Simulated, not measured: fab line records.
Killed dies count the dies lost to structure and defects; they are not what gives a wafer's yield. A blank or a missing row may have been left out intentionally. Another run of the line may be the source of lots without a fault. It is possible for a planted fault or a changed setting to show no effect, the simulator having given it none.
fab line records :: flow n5_finfet :: part 2 of 2: steps 5 to 6 of 6
[record]
  lots = 21
  wafers = 63
  last_day = 17
route steps=1938 shown SD_EPI_P@306 SDB@364
lots that met no fault: taken from a fault-free run of the same line
start_h: hours from the record's opening day to when the first of the lot's shown wafers began :: wait_h: hours since the lot's step before :: " as in the row above :: L1.1+2: a row that stands for several wafers :: - either no value or no given start :: * or withheld: withheld :: < > ~ a bound
route shown NAME@n: a module of which the file shows steps, and the number in the route of the first :: usual: mean/standard deviation of fault-free wafers :: same: alike in all rows :: chamber/n: place in a boat :: sites: each site's reading :: _std_site: the values' standard deviation :: _edge_site: outer sites' mean less inner sites' :: radius_mm: how far each site lies from the wafer's centre :: mask NAME#n: copy n :: behind: tool/chamber where the wafer was last shaped :: hold: why the lot was held/for how many hours/how that ended :: device: the n, p or np transistor that did not switch :: end of line: tests run on the same wafers once the route is complete :: a step with no rows: only its recipe :: killed: count of dies lost to structure and defects at first sort (not the wafer's yield) :: map: a wafer's dies, marking killed ones x, the rest . and places with no die _
set.NAME: the setting the step ran with; set.NAME@STEP: the setting that earlier step ran with :: model.NAME: the simulator's own value behind a step, which no gauge read
route steps across a sampled set of lots; one table per step, one row per wafer
services: when a tool's chamber went out of use (start_h, in hours from the record's first day, below 0 if earlier), for how many hours, and the reason
[[steps]]
[step N5_SDB_ETCH_25]
[recipe]
  chemistry = C4F6/O2
  target = SiO2
  target_depth_a = 100
  time_s = 3.3
  ion_energy_ev = 250
  mask_material = SiNx
  pressure_mtorr = 30
  source_w = 345
  bias_w = 185
  Ar_flow_sccm = 300
  C4F6_flow_sccm = 10
  O2_flow_sccm = 10
[usual]
  drypump_motor_current_A = 5.8/0.51
  oes_product_au = 0.78/0.089
  rf_vpp_V = 669/6.1
  showerhead_plenum_p_Torr = 2.85/0.087
  throttle_valve_pct = 21.19/0.27
[same]
  time_s = 3.3
lot.wafer: L074.2
tool: rie_diel-06
chamber: 1
start_h: 67.03
wait_h: 0.1
drypump_motor_current_A: 5.7
oes_product_au: 0.79
rf_hours_counter_h: 101
rf_vpp_V: 675
showerhead_plenum_p_Torr: 2.98
throttle_valve_pct: 21.46

lot.wafer: L074.5
tool: rie_diel-06
chamber: 3
start_h: 67.03
wait_h: 0.1
drypump_motor_current_A: 4.9
oes_product_au: 0.85
rf_hours_counter_h: -
rf_vpp_V: 677
showerhead_plenum_p_Torr: 2.89
throttle_valve_pct: 21.22

lot.wafer: L074.6
tool: rie_diel-06
chamber: 2
start_h: 67.03
wait_h: 0.1
drypump_motor_current_A: 5.9
oes_product_au: 0.76
rf_hours_counter_h: -
rf_vpp_V: 672
showerhead_plenum_p_Torr: 2.75
throttle_valve_pct: 20.95

lot.wafer: L075.3
tool: rie_diel-02
chamber: 2
start_h: 75.06
wait_h: 0.0
drypump_motor_current_A: 6.5
oes_product_au: 0.87
rf_hours_counter_h: 58
rf_vpp_V: 670
showerhead_plenum_p_Torr: 2.89
throttle_valve_pct: 21.31

lot.wafer: L075.4
tool: rie_diel-02
chamber: 3
start_h: 75.06
wait_h: 0.0
drypump_motor_current_A: 5.1
oes_product_au: 0.70
rf_hours_counter_h: 185
rf_vpp_V: 660
showerhead_plenum_p_Torr: 2.83
throttle_valve_pct: 21.60

lot.wafer: L075.5
tool: rie_diel-02
chamber: 0
start_h: 75.06
wait_h: 0.0
drypump_motor_current_A: 5.3
oes_product_au: 0.67
rf_hours_counter_h: -
rf_vpp_V: 661
showerhead_plenum_p_Torr: 2.80
throttle_valve_pct: 20.96

lot.wafer: L076.2
tool: rie_diel-06
chamber: 2
start_h: 77.65
wait_h: 0.0
drypump_motor_current_A: 6.0
oes_product_au: 0.75
rf_hours_counter_h: 122
rf_vpp_V: 671
showerhead_plenum_p_Torr: 2.75
throttle_valve_pct: 20.97

lot.wafer: L076.4
tool: rie_diel-06
chamber: 3
start_h: 77.65
wait_h: 0.0
drypump_motor_current_A: 4.9
oes_product_au: 0.85
rf_hours_counter_h: 55
rf_vpp_V: 677
showerhead_plenum_p_Torr: 2.89
throttle_valve_pct: 21.21

lot.wafer: L076.6
tool: rie_diel-06
chamber: 3
start_h: 77.65
wait_h: 0.0
drypump_motor_current_A: 4.9
oes_product_au: 0.84
rf_hours_counter_h: -
rf_vpp_V: 677
showerhead_plenum_p_Torr: 2.89
throttle_valve_pct: 21.21

lot.wafer: L077.1
tool: rie_diel-04
chamber: 3
start_h: 85.87
wait_h: 0.0
drypump_motor_current_A: 6.0
oes_product_au: 0.92
rf_hours_counter_h: 17
rf_vpp_V: 678
showerhead_plenum_p_Torr: 3.02
throttle_valve_pct: 20.98

lot.wafer: L077.3
tool: rie_diel-04
chamber: 1
start_h: 85.87
wait_h: 0.0
drypump_motor_current_A: 6.0
oes_product_au: 0.68
rf_hours_counter_h: 235
rf_vpp_V: 664
showerhead_plenum_p_Torr: 2.80
throttle_valve_pct: 21.34

lot.wafer: L077.5
tool: rie_diel-04
chamber: 1
start_h: 85.87
wait_h: 0.0
drypump_motor_current_A: 6.0
oes_product_au: 0.69
rf_hours_counter_h: -
rf_vpp_V: 665
showerhead_plenum_p_Torr: 2.80
throttle_valve_pct: 21.35

lot.wafer: L078.1
tool: rie_diel-04
chamber: 3
start_h: 95.44
wait_h: 0.0
drypump_motor_current_A: 6.0
oes_product_au: 0.90
rf_hours_counter_h: 20
rf_vpp_V: 678
showerhead_plenum_p_Torr: 3.02
throttle_valve_pct: 20.97

lot.wafer: L078.3
tool: rie_diel-04
chamber: 1
start_h: 95.44
wait_h: 0.0
drypump_motor_current_A: 6.0
oes_product_au: 0.67
rf_hours_counter_h: 238
rf_vpp_V: 664
showerhead_plenum_p_Torr: 2.80
throttle_valve_pct: 21.35

lot.wafer: L078.6
tool: rie_diel-04
chamber: 0
start_h: 95.44
wait_h: 0.0
drypump_motor_current_A: 6.5
oes_product_au: 0.69
rf_hours_counter_h: -
rf_vpp_V: 663
showerhead_plenum_p_Torr: 2.83
throttle_valve_pct: 21.34

lot.wafer: L080.1
tool: rie_diel-06
chamber: 1
start_h: 101.52
wait_h: 0.0
drypump_motor_current_A: 5.7
oes_product_au: 0.78
rf_hours_counter_h: 113
rf_vpp_V: 674
showerhead_plenum_p_Torr: 2.97
throttle_valve_pct: 21.49

lot.wafer: L080.3
tool: rie_diel-06
chamber: 2
start_h: 101.52
wait_h: 0.0
drypump_motor_current_A: 5.9
oes_product_au: 0.74
rf_hours_counter_h: 131
rf_vpp_V: 673
showerhead_plenum_p_Torr: 2.75
throttle_valve_pct: 20.98

lot.wafer: L080.6
tool: rie_diel-06
chamber: 1
start_h: 101.52
wait_h: 0.0
drypump_motor_current_A: 5.7
oes_product_au: 0.77
rf_hours_counter_h: -
rf_vpp_V: 675
showerhead_plenum_p_Torr: 2.97
throttle_valve_pct: 21.48

lot.wafer: L081.1
tool: rie_diel-04
chamber: 3
start_h: 107.60
wait_h: 0.5
drypump_motor_current_A: 6.0
oes_product_au: 0.89
rf_hours_counter_h: 26
rf_vpp_V: 679
showerhead_plenum_p_Torr: 3.02
throttle_valve_pct: 20.97

lot.wafer: L081.4
tool: rie_diel-04
chamber: 0
start_h: 107.60
wait_h: 0.5
drypump_motor_current_A: 6.6
oes_product_au: 0.69
rf_hours_counter_h: 218
rf_vpp_V: 663
showerhead_plenum_p_Torr: 2.83
throttle_valve_pct: 21.33

lot.wafer: L081.6
tool: rie_diel-04
chamber: 2
start_h: 107.60
wait_h: 0.5
drypump_motor_current_A: 5.8
oes_product_au: 0.87
rf_hours_counter_h: -
rf_vpp_V: 676
showerhead_plenum_p_Torr: 2.78
throttle_valve_pct: 21.16

lot.wafer: L082.1
tool: rie_diel-02
chamber: 0
start_h: 114.51
wait_h: 0.0
drypump_motor_current_A: 5.3
oes_product_au: 0.95
rf_hours_counter_h: 6
rf_vpp_V: 663
showerhead_plenum_p_Torr: 2.79
throttle_valve_pct: 20.65

lot.wafer: L082.4
tool: rie_diel-02
chamber: 3
start_h: 114.51
wait_h: 0.0
drypump_motor_current_A: 5.1
oes_product_au: 0.68
rf_hours_counter_h: -
rf_vpp_V: 660
showerhead_plenum_p_Torr: 2.82
throttle_valve_pct: 21.62

lot.wafer: L082.6
tool: rie_diel-02
chamber: 1
start_h: 114.51
wait_h: 0.0
drypump_motor_current_A: 5.5
oes_product_au: 0.71
rf_hours_counter_h: -
rf_vpp_V: 668
showerhead_plenum_p_Torr: 2.94
throttle_valve_pct: 21.32

lot.wafer: L083.1
tool: rie_diel-02
chamber: 0
start_h: 118.08
wait_h: 0.0
drypump_motor_current_A: 5.3
oes_product_au: 0.95
rf_hours_counter_h: 6
rf_vpp_V: 662
showerhead_plenum_p_Torr: 2.79
throttle_valve_pct: 20.63

lot.wafer: L083.2
tool: rie_diel-02
chamber: 3
start_h: 118.08
wait_h: 0.0
drypump_motor_current_A: 5.1
oes_product_au: 0.68
rf_hours_counter_h: 204
rf_vpp_V: 658
showerhead_plenum_p_Torr: 2.82
throttle_valve_pct: 21.61

lot.wafer: L083.4
tool: rie_diel-02
chamber: 3
start_h: 118.08
wait_h: 0.0
drypump_motor_current_A: 5.1
oes_product_au: 0.69
rf_hours_counter_h: -
rf_vpp_V: 660
showerhead_plenum_p_Torr: 2.82
throttle_valve_pct: 21.62

lot.wafer: L084.3
tool: rie_diel-02
chamber: 0
start_h: 126.67
wait_h: 0.0
drypump_motor_current_A: 5.2
oes_product_au: 0.93
rf_hours_counter_h: 11
rf_vpp_V: 661
showerhead_plenum_p_Torr: 2.79
throttle_valve_pct: 20.64

lot.wafer: L084.5
tool: rie_diel-02
chamber: 3
start_h: 126.67
wait_h: 0.0
drypump_motor_current_A: 5.1
oes_product_au: 0.67
rf_hours_counter_h: -
rf_vpp_V: 658
showerhead_plenum_p_Torr: 2.82
throttle_valve_pct: 21.61

lot.wafer: L084.6
tool: rie_diel-02
chamber: 1
start_h: 126.67
wait_h: 0.0
drypump_motor_current_A: 5.5
oes_product_au: 0.71
rf_hours_counter_h: -
rf_vpp_V: 670
showerhead_plenum_p_Torr: 2.94
throttle_valve_pct: 21.34

lot.wafer: L085.2
tool: rie_diel-02
chamber: 3
start_h: 136.96
wait_h: 0.3
drypump_motor_current_A: 5.1
oes_product_au: 0.68
rf_hours_counter_h: 213
rf_vpp_V: 659
showerhead_plenum_p_Torr: 2.82
throttle_valve_pct: 21.63

lot.wafer: L085.4
tool: rie_diel-02
chamber: 0
start_h: 136.96
wait_h: 0.3
drypump_motor_current_A: 5.3
oes_product_au: 0.92
rf_hours_counter_h: -
rf_vpp_V: 662
showerhead_plenum_p_Torr: 2.79
throttle_valve_pct: 20.64

lot.wafer: L085.6
tool: rie_diel-02
chamber: 3
start_h: 136.96
wait_h: 0.3
drypump_motor_current_A: 5.1
oes_product_au: 0.68
rf_hours_counter_h: -
rf_vpp_V: 659
showerhead_plenum_p_Torr: 2.82
throttle_valve_pct: 21.64

lot.wafer: L086.1
tool: rie_diel-02
chamber: 0
start_h: 138.99
wait_h: 0.0
drypump_motor_current_A: 5.2
oes_product_au: 0.91
rf_hours_counter_h: 16
rf_vpp_V: 662
showerhead_plenum_p_Torr: 2.79
throttle_valve_pct: 20.65

lot.wafer: L086.2
tool: rie_diel-02
chamber: 1
start_h: 138.99
wait_h: 0.0
drypump_motor_current_A: 5.5
oes_product_au: 0.71
rf_hours_counter_h: 201
rf_vpp_V: 670
showerhead_plenum_p_Torr: 2.93
throttle_valve_pct: 21.34

lot.wafer: L086.4
tool: rie_diel-02
chamber: 0
start_h: 138.99
wait_h: 0.0
drypump_motor_current_A: 5.2
oes_product_au: 0.91
rf_hours_counter_h: -
rf_vpp_V: 660
showerhead_plenum_p_Torr: 2.79
throttle_valve_pct: 20.67

lot.wafer: L088.2
tool: rie_diel-04
chamber: 2
start_h: 154.03
wait_h: 0.0
drypump_motor_current_A: 5.9
oes_product_au: 0.84
rf_hours_counter_h: 59
rf_vpp_V: 674
showerhead_plenum_p_Torr: 2.77
throttle_valve_pct: 21.18

lot.wafer: L088.3
tool: rie_diel-04
chamber: 0
start_h: 154.03
wait_h: 0.0
drypump_motor_current_A: 6.5
oes_product_au: 0.68
rf_hours_counter_h: 235
rf_vpp_V: 662
showerhead_plenum_p_Torr: 2.82
throttle_valve_pct: 21.36

lot.wafer: L088.5
tool: rie_diel-04
chamber: 2
start_h: 154.03
wait_h: 0.0
drypump_motor_current_A: 5.9
oes_product_au: 0.83
rf_hours_counter_h: -
rf_vpp_V: 675
showerhead_plenum_p_Torr: 2.77
throttle_valve_pct: 21.18

lot.wafer: L089.2
tool: rie_diel-04
chamber: 2
start_h: 154.98
wait_h: 0.0
drypump_motor_current_A: 5.8
oes_product_au: 0.85
rf_hours_counter_h: 59
rf_vpp_V: 674
showerhead_plenum_p_Torr: 2.77
throttle_valve_pct: 21.19

lot.wafer: L089.3
tool: rie_diel-04
chamber: 0
start_h: 154.98
wait_h: 0.0
drypump_motor_current_A: 6.5
oes_product_au: 0.68
rf_hours_counter_h: 236
rf_vpp_V: 663
showerhead_plenum_p_Torr: 2.82
throttle_valve_pct: 21.35

lot.wafer: L089.6
tool: rie_diel-04
chamber: 0
start_h: 154.98
wait_h: 0.0
drypump_motor_current_A: 6.5
oes_product_au: 0.68
rf_hours_counter_h: -
rf_vpp_V: 663
showerhead_plenum_p_Torr: 2.82
throttle_valve_pct: 21.34

lot.wafer: L090.1
tool: rie_diel-02
chamber: 0
start_h: 161.75
wait_h: 0.0
drypump_motor_current_A: 5.2
oes_product_au: 0.91
rf_hours_counter_h: 25
rf_vpp_V: 662
showerhead_plenum_p_Torr: 2.78
throttle_valve_pct: 20.68

lot.wafer: L090.3
tool: rie_diel-02
chamber: 3
start_h: 161.75
wait_h: 0.0
drypump_motor_current_A: 5.1
oes_product_au: 0.66
rf_hours_counter_h: 223
rf_vpp_V: 659
showerhead_plenum_p_Torr: 2.81
throttle_valve_pct: 21.64

lot.wafer: L090.6
tool: rie_diel-02
chamber: 0
start_h: 161.75
wait_h: 0.0
drypump_motor_current_A: 5.2
oes_product_au: 0.90
rf_hours_counter_h: -
rf_vpp_V: 661
showerhead_plenum_p_Torr: 2.78
throttle_valve_pct: 20.69

lot.wafer: L091.4
tool: rie_diel-04
chamber: 3
start_h: 166.27
wait_h: 0.1
drypump_motor_current_A: 6.0
oes_product_au: 0.85
rf_hours_counter_h: -
rf_vpp_V: 677
showerhead_plenum_p_Torr: 3.00
throttle_valve_pct: 21.04

lot.wafer: L091.5
tool: rie_diel-04
chamber: 0
start_h: 166.27
wait_h: 0.1
drypump_motor_current_A: 6.5
oes_product_au: 0.68
rf_hours_counter_h: -
rf_vpp_V: 662
showerhead_plenum_p_Torr: 2.81
throttle_valve_pct: 21.37

lot.wafer: L091.6
tool: rie_diel-04
chamber: 2
start_h: 166.27
wait_h: 0.1
drypump_motor_current_A: 5.8
oes_product_au: 0.84
rf_hours_counter_h: -
rf_vpp_V: 674
showerhead_plenum_p_Torr: 2.77
throttle_valve_pct: 21.19

lot.wafer: L092.1
tool: rie_diel-06
chamber: 3
start_h: 175.41
wait_h: 0.5
drypump_motor_current_A: 4.9
oes_product_au: 0.81
rf_hours_counter_h: 91
rf_vpp_V: 676
showerhead_plenum_p_Torr: 2.87
throttle_valve_pct: 21.26

lot.wafer: L092.4
tool: rie_diel-06
chamber: 2
start_h: 175.41
wait_h: 0.5
drypump_motor_current_A: 5.9
oes_product_au: 0.72
rf_hours_counter_h: 157
rf_vpp_V: 672
showerhead_plenum_p_Torr: 2.74
throttle_valve_pct: 21.02

lot.wafer: L092.6
tool: rie_diel-06
chamber: 0
start_h: 175.41
wait_h: 0.5
drypump_motor_current_A: 6.8
oes_product_au: 0.78
rf_hours_counter_h: -
rf_vpp_V: 667
showerhead_plenum_p_Torr: 2.74
throttle_valve_pct: 20.80

lot.wafer: L093.1
tool: rie_diel-06
chamber: 1
start_h: 179.19
wait_h: 0.0
drypump_motor_current_A: 5.7
oes_product_au: 0.74
rf_hours_counter_h: 142
rf_vpp_V: 674
showerhead_plenum_p_Torr: 2.96
throttle_valve_pct: 21.50

lot.wafer: L093.4
tool: rie_diel-06
chamber: 3
start_h: 179.19
wait_h: 0.0
drypump_motor_current_A: 4.9
oes_product_au: 0.80
rf_hours_counter_h: 92
rf_vpp_V: 675
showerhead_plenum_p_Torr: 2.87
throttle_valve_pct: 21.24

lot.wafer: L093.5
tool: rie_diel-06
chamber: 2
start_h: 179.19
wait_h: 0.0
drypump_motor_current_A: 6.0
oes_product_au: 0.72
rf_hours_counter_h: -
rf_vpp_V: 670
showerhead_plenum_p_Torr: 2.74
throttle_valve_pct: 21.00

lot.wafer: L094.2
tool: rie_diel-04
chamber: 3
start_h: 189.30
wait_h: 0.4
drypump_motor_current_A: 6.0
oes_product_au: 0.83
rf_hours_counter_h: 61
rf_vpp_V: 677
showerhead_plenum_p_Torr: 3.00
throttle_valve_pct: 21.02

lot.wafer: L094.3
tool: rie_diel-04
chamber: 0
start_h: 189.30
wait_h: 0.4
drypump_motor_current_A: 6.5
oes_product_au: 0.68
rf_hours_counter_h: 249
rf_vpp_V: 663
showerhead_plenum_p_Torr: 2.81
throttle_valve_pct: 21.39

lot.wafer: L094.4
tool: rie_diel-04
chamber: 1
start_h: 189.30
wait_h: 0.4
drypump_motor_current_A: 6.0
oes_product_au: 0.98
rf_hours_counter_h: 5
rf_vpp_V: 663
showerhead_plenum_p_Torr: 2.79
throttle_valve_pct: 21.06

lot.wafer: L095.1
tool: rie_diel-04
chamber: 1
start_h: 195.63
wait_h: 2.0
drypump_motor_current_A: 5.9
oes_product_au: 0.95
rf_hours_counter_h: 9
rf_vpp_V: 664
showerhead_plenum_p_Torr: 2.79
throttle_valve_pct: 21.08

lot.wafer: L095.3
tool: rie_diel-04
chamber: 2
start_h: 195.63
wait_h: 2.0
drypump_motor_current_A: 5.8
oes_product_au: 0.82
rf_hours_counter_h: 77
rf_vpp_V: 674
showerhead_plenum_p_Torr: 2.76
throttle_valve_pct: 21.22

lot.wafer: L095.4
tool: rie_diel-04
chamber: 3
start_h: 195.63
wait_h: 2.0
drypump_motor_current_A: 6.0
oes_product_au: 0.83
rf_hours_counter_h: -
rf_vpp_V: 675
showerhead_plenum_p_Torr: 3.00
throttle_valve_pct: 21.02

lot.wafer: L096.2
tool: rie_diel-04
chamber: 1
start_h: 203.78
wait_h: 1.7
drypump_motor_current_A: 5.9
oes_product_au: 0.93
rf_hours_counter_h: 14
rf_vpp_V: 663
showerhead_plenum_p_Torr: 2.79
throttle_valve_pct: 21.06

lot.wafer: L096.3
tool: rie_diel-04
chamber: 2
start_h: 203.78
wait_h: 1.7
drypump_motor_current_A: 5.9
oes_product_au: 0.82
rf_hours_counter_h: 82
rf_vpp_V: 674
showerhead_plenum_p_Torr: 2.76
throttle_valve_pct: 21.23

lot.wafer: L096.6
tool: rie_diel-04
chamber: 2
start_h: 203.78
wait_h: 1.7
drypump_motor_current_A: 5.9
oes_product_au: 0.81
rf_hours_counter_h: -
rf_vpp_V: 674
showerhead_plenum_p_Torr: 2.76
throttle_valve_pct: 21.23
[step N5_SDB_THK_MEAS_31]
[recipe]
  reads = a-Si_of_DUMMY_GATE_CVD_03
[usual]
  SDB_THK = 64.4/0.92
lot.wafer: L074.2
tool: film_metro-01
chamber: -
start_h: 70.33
wait_h: -
SDB_THK[nm]: 63.3

lot.wafer: L074.5
tool: film_metro-01
chamber: -
start_h: 70.33
wait_h: -
SDB_THK[nm]: 63.8

lot.wafer: L074.6
tool: film_metro-01
chamber: -
start_h: 70.33
wait_h: -
SDB_THK[nm]: 65.1

lot.wafer: L075.3
tool: film_metro-01
chamber: -
start_h: 78.35
wait_h: -
SDB_THK[nm]: 65.0

lot.wafer: L075.4
tool: film_metro-01
chamber: -
start_h: 78.35
wait_h: -
SDB_THK[nm]: 65.3

lot.wafer: L075.5
tool: film_metro-01
chamber: -
start_h: 78.35
wait_h: -
SDB_THK[nm]: 64.5

lot.wafer: L076.2
tool: film_metro-02
chamber: -
start_h: 80.94
wait_h: -
SDB_THK[nm]: 65.4

lot.wafer: L076.4
tool: film_metro-02
chamber: -
start_h: 80.94
wait_h: -
SDB_THK[nm]: 64.6

lot.wafer: L076.6
tool: film_metro-02
chamber: -
start_h: 80.94
wait_h: -
SDB_THK[nm]: 65.3

lot.wafer: L077.1
tool: film_metro-01
chamber: -
start_h: 89.17
wait_h: -
SDB_THK[nm]: 64.0

lot.wafer: L077.3
tool: film_metro-01
chamber: -
start_h: 89.17
wait_h: -
SDB_THK[nm]: 65.7

lot.wafer: L077.5
tool: film_metro-01
chamber: -
start_h: 89.17
wait_h: -
SDB_THK[nm]: 64.6

lot.wafer: L078.1
tool: film_metro-01
chamber: -
start_h: 99.25
wait_h: -
SDB_THK[nm]: 63.2

lot.wafer: L078.3
tool: film_metro-01
chamber: -
start_h: 99.25
wait_h: -
SDB_THK[nm]: 62.5

lot.wafer: L078.6
tool: film_metro-01
chamber: -
start_h: 99.25
wait_h: -
SDB_THK[nm]: 62.6

lot.wafer: L080.1
tool: film_metro-02
chamber: -
start_h: 104.82
wait_h: -
SDB_THK[nm]: 65.2

lot.wafer: L080.3
tool: film_metro-02
chamber: -
start_h: 104.82
wait_h: -
SDB_THK[nm]: 63.9

lot.wafer: L080.6
tool: film_metro-02
chamber: -
start_h: 104.82
wait_h: -
SDB_THK[nm]: 65.1

lot.wafer: L081.1
tool: film_metro-01
chamber: -
start_h: 110.89
wait_h: -
SDB_THK[nm]: 63.0

lot.wafer: L081.4
tool: film_metro-01
chamber: -
start_h: 110.89
wait_h: -
SDB_THK[nm]: 65.1

lot.wafer: L081.6
tool: film_metro-01
chamber: -
start_h: 110.89
wait_h: -
SDB_THK[nm]: 65.8

lot.wafer: L082.1
tool: film_metro-01
chamber: -
start_h: 117.81
wait_h: -
SDB_THK[nm]: 64.5

lot.wafer: L082.4
tool: film_metro-01
chamber: -
start_h: 117.81
wait_h: -
SDB_THK[nm]: 64.8

lot.wafer: L082.6
tool: film_metro-01
chamber: -
start_h: 117.81
wait_h: -
SDB_THK[nm]: 64.8

lot.wafer: L083.1
tool: film_metro-02
chamber: -
start_h: 121.38
wait_h: -
SDB_THK[nm]: 62.7

lot.wafer: L083.2
tool: film_metro-02
chamber: -
start_h: 121.38
wait_h: -
SDB_THK[nm]: 63.7

lot.wafer: L083.4
tool: film_metro-02
chamber: -
start_h: 121.38
wait_h: -
SDB_THK[nm]: 63.4

lot.wafer: L084.3
tool: film_metro-02
chamber: -
start_h: 129.96
wait_h: -
SDB_THK[nm]: 65.5

lot.wafer: L084.5
tool: film_metro-02
chamber: -
start_h: 129.96
wait_h: -
SDB_THK[nm]: 65.4

lot.wafer: L084.6
tool: film_metro-02
chamber: -
start_h: 129.96
wait_h: -
SDB_THK[nm]: 62.8

lot.wafer: L085.2
tool: film_metro-01
chamber: -
start_h: 140.57
wait_h: -
SDB_THK[nm]: 65.6

lot.wafer: L085.4
tool: film_metro-01
chamber: -
start_h: 140.57
wait_h: -
SDB_THK[nm]: 63.9

lot.wafer: L085.6
tool: film_metro-01
chamber: -
start_h: 140.57
wait_h: -
SDB_THK[nm]: 66.2

lot.wafer: L086.1
tool: film_metro-02
chamber: -
start_h: 142.29
wait_h: -
SDB_THK[nm]: 63.0

lot.wafer: L086.2
tool: film_metro-02
chamber: -
start_h: 142.29
wait_h: -
SDB_THK[nm]: 65.5

lot.wafer: L086.4
tool: film_metro-02
chamber: -
start_h: 142.29
wait_h: -
SDB_THK[nm]: 64.1

lot.wafer: L088.2
tool: film_metro-01
chamber: -
start_h: 157.41
wait_h: -
SDB_THK[nm]: 63.9

lot.wafer: L088.3
tool: film_metro-01
chamber: -
start_h: 157.41
wait_h: -
SDB_THK[nm]: 63.5

lot.wafer: L088.5
tool: film_metro-01
chamber: -
start_h: 157.41
wait_h: -
SDB_THK[nm]: 65.3

lot.wafer: L089.2
tool: film_metro-01
chamber: -
start_h: 158.42
wait_h: -
SDB_THK[nm]: 64.9

lot.wafer: L089.3
tool: film_metro-01
chamber: -
start_h: 158.42
wait_h: -
SDB_THK[nm]: 63.4

lot.wafer: L089.6
tool: film_metro-01
chamber: -
start_h: 158.42
wait_h: -
SDB_THK[nm]: 64.6

lot.wafer: L090.1
tool: film_metro-01
chamber: -
start_h: 165.05
wait_h: -
SDB_THK[nm]: 64.4

lot.wafer: L090.3
tool: film_metro-01
chamber: -
start_h: 165.05
wait_h: -
SDB_THK[nm]: 63.6

lot.wafer: L090.6
tool: film_metro-01
chamber: -
start_h: 165.05
wait_h: -
SDB_THK[nm]: 63.4

lot.wafer: L091.4
tool: film_metro-02
chamber: -
start_h: 169.54
wait_h: -
SDB_THK[nm]: 63.7

lot.wafer: L091.5
tool: film_metro-02
chamber: -
start_h: 169.54
wait_h: -
SDB_THK[nm]: 62.8

lot.wafer: L091.6
tool: film_metro-02
chamber: -
start_h: 169.54
wait_h: -
SDB_THK[nm]: 63.4

lot.wafer: L092.1
tool: film_metro-01
chamber: -
start_h: 178.70
wait_h: -
SDB_THK[nm]: 62.9

lot.wafer: L092.4
tool: film_metro-01
chamber: -
start_h: 178.70
wait_h: -
SDB_THK[nm]: 64.2

lot.wafer: L092.6
tool: film_metro-01
chamber: -
start_h: 178.70
wait_h: -
SDB_THK[nm]: 63.9

lot.wafer: L093.1
tool: film_metro-01
chamber: -
start_h: 182.48
wait_h: -
SDB_THK[nm]: 64.5

lot.wafer: L093.4
tool: film_metro-01
chamber: -
start_h: 182.48
wait_h: -
SDB_THK[nm]: 63.5

lot.wafer: L093.5
tool: film_metro-01
chamber: -
start_h: 182.48
wait_h: -
SDB_THK[nm]: 63.9

lot.wafer: L094.2
tool: film_metro-01
chamber: -
start_h: 192.62
wait_h: -
SDB_THK[nm]: 63.8

lot.wafer: L094.3
tool: film_metro-01
chamber: -
start_h: 192.62
wait_h: -
SDB_THK[nm]: 65.4

lot.wafer: L094.4
tool: film_metro-01
chamber: -
start_h: 192.62
wait_h: -
SDB_THK[nm]: 66.0

lot.wafer: L095.1
tool: film_metro-01
chamber: -
start_h: 198.93
wait_h: -
SDB_THK[nm]: 63.9

lot.wafer: L095.3
tool: film_metro-01
chamber: -
start_h: 198.93
wait_h: -
SDB_THK[nm]: 64.1

lot.wafer: L095.4
tool: film_metro-01
chamber: -
start_h: 198.93
wait_h: -
SDB_THK[nm]: 63.9

lot.wafer: L096.2
tool: film_metro-02
chamber: -
start_h: 207.12
wait_h: -
SDB_THK[nm]: 63.8

lot.wafer: L096.3
tool: film_metro-02
chamber: -
start_h: 207.12
wait_h: -
SDB_THK[nm]: 63.7

lot.wafer: L096.6
tool: film_metro-02
chamber: -
start_h: 207.12
wait_h: -
SDB_THK[nm]: 64.0
[[services]]
tool: plasma_asher-02
chamber: -
start_h: 55.61
hours: 2.2
kind: repair

tool: rie_diel-05
chamber: -
start_h: 61.15
hours: 0.7
kind: repair

tool: rie_diel-01
chamber: 1
start_h: 67.90
hours: -
kind: clean

tool: rie_diel-01
chamber: 1
start_h: 67.90
hours: -
kind: consumable_replace:focus_ring

tool: rie_diel-01
chamber: 1
start_h: 67.90
hours: -
kind: consumable_replace:showerhead

tool: rie_diel-01
chamber: 1
start_h: 67.90
hours: 21.2
kind: scheduled_down

tool: rie_diel-01
chamber: 1
start_h: 67.90
hours: 21.2
kind: vent_cycle

tool: rie_diel-05
chamber: -
start_h: 76.88
hours: 0.9
kind: repair

tool: rie_diel-03
chamber: 1
start_h: 95.95
hours: 26.3
kind: repair

tool: rie_diel-04
chamber: 0
start_h: 96.47
hours: 9.4
kind: repair

tool: rie_diel-04
chamber: 1
start_h: 108.49
hours: 18.2
kind: repair

tool: plasma_asher-02
chamber: -
start_h: 108.90
hours: 1.4
kind: repair

tool: rie_diel-05
chamber: 2
start_h: 110.34
hours: 6.6
kind: repair

tool: rie_diel-05
chamber: -
start_h: 125.78
hours: 2.8
kind: pm

tool: rie_diel-01
chamber: 3
start_h: 132.83
hours: 3.4
kind: repair

tool: rie_diel-03
chamber: -
start_h: 137.82
hours: 2.8
kind: pm

tool: rie_diel-04
chamber: 1
start_h: 151.30
hours: -
kind: clean

tool: rie_diel-04
chamber: 1
start_h: 151.30
hours: -
kind: consumable_replace:focus_ring

tool: plasma_asher-01
chamber: -
start_h: 153.76
hours: 14.6
kind: pm

tool: rie_diel-06
chamber: 2
start_h: 154.30
hours: 2.7
kind: repair

tool: plasma_asher-01
chamber: -
start_h: 168.36
hours: 28.1
kind: pm

tool: rie_diel-01
chamber: 0
start_h: 171.33
hours: 5.5
kind: repair

tool: rie_diel-02
chamber: -
start_h: 187.98
hours: 14.6
kind: pm

tool: rie_diel-01
chamber: -
start_h: 202.49
hours: 2.8
kind: pm
